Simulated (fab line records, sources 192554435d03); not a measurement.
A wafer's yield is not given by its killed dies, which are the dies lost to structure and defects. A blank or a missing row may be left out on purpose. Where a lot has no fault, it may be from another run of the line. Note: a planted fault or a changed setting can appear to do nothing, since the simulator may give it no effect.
A single fault, viewed from 2 desks	flow n5-finfet	what lay behind the numbers comes last; until then each desk has only its own

== METROLOGY DESK ==
Means of the sampled wafers that have a number, per lot and without regard to the tool the lot ran on: this is what the gauges read. The brackets show how far a lot's mean lies from the usual mean; more than 4 standard deviations puts the lot out of limits, marked OUT. Of its 11 readings 7 are shown: those that lie furthest out on some lot.
Columns: A = DIBL_N at N5_BEOL_M4_RC_MEAS_101, usual 36.8 mV/V; B = DIBL_P at N5_BEOL_M4_RC_MEAS_101, usual 37.1 mV/V; C = IOFF_N at N5_BEOL_M4_RC_MEAS_101, usual 0.168 nA/um; D = SS_N at N5_BEOL_M4_RC_MEAS_101, usual 71.7 mV/dec; E = SS_P at N5_BEOL_M4_RC_MEAS_101, usual 73.5 mV/dec; F = VT_P at N5_BEOL_M4_RC_MEAS_101, usual -250 mV; G = TV_OVL at N5_PASSIVATION_OVL_MEAS_60, usual 1 nm
lot	first seen here	A	B	C	D	E	F	G
L948	day 7 12:11	37.3	38.3	0.184	72.0	74.0	-251	2
L952	day 8 11:34	37.0	38.6	0.172	71.8	73.1	-249	-1
L950	day 8 13:29	37.0	36.1	0.147	71.0	73.3	-251	5
L953	day 8 17:46	37.2	36.4	0.175	72.3	73.7	-248	3
L954	day 9 06:04	35.5	37.1	0.172	71.4	73.4	-248	0
L957	day 9 17:22	37.1	38.3	0.183	71.7	73.4	-255	1
L956	day 9 19:59	37.2	38.1	0.186	72.2	73.8	-251	3
L958	day 10 00:07	38.9	39.9	0.222	72.0	74.3	-251	-2
L970	day 13 08:35	34.9	34.7	0.146	71.7	73.1	-248	-6
This desk's verdict: no lot among the 9 shows anything out of limits.

== TOOL OWNER'S DESK, rie-diel-06 ==
The tool's own readings at N5_SD_EPI_N_ETCHBACK_44 (etches SiNx in CH3F/O2, stops on SiO2, target depth 14.5 nm): means of the sampled wafers that have a number, for each lot that ran on this tool. The brackets show how far a lot's mean lies from the usual mean; more than 4 standard deviations puts the lot out of limits, marked OUT.
Columns: A = CH3F_flow_sccm at N5_SD_EPI_N_ETCHBACK_44, usual 30.01 sccm; B = O2_flow_sccm at N5_SD_EPI_N_ETCHBACK_44, usual 20.01 sccm; C = drypump-motor-current-A at N5_SD_EPI_N_ETCHBACK_44, usual 5.7 A; D = oes-product-au at N5_SD_EPI_N_ETCHBACK_44, usual 0.69 a.u.; E = rf-vpp-V at N5_SD_EPI_N_ETCHBACK_44, usual 294 V; F = showerhead-plenum-p-Torr at N5_SD_EPI_N_ETCHBACK_44, usual 2.02 Torr; G = throttle-valve-pct at N5_SD_EPI_N_ETCHBACK_44, usual 16.38 %
lot	first seen here	A	B	C	D	E	F	G
L948	day 3 02:17	29.97	20.02	5.7	0.78	294	2.08	16.17
L950	day 3 13:34	30.03	19.95	5.6	0.74	294	2.01	16.27
L952	day 4 01:02	30.00	19.90	5.7	0.73	293	2.12	16.31
L956	day 5 03:29	30.05	20.02	5.7	0.74	294	2.08	16.21
L957	day 5 09:14	30.02	20.07	5.6	0.69	291	2.05	16.41
L958	day 5 18:58	30.01	20.00	5.6	0.69	292	2.05	16.42
This desk's verdict: no lot among the 6 shows anything out of limits.

== ALL TOGETHER ==
Nothing out of limits was seen by the metrology desk.
Nothing out of limits was seen by the tool owner's desk.

== WHAT THE SIMULATOR HAD INSERTED ==
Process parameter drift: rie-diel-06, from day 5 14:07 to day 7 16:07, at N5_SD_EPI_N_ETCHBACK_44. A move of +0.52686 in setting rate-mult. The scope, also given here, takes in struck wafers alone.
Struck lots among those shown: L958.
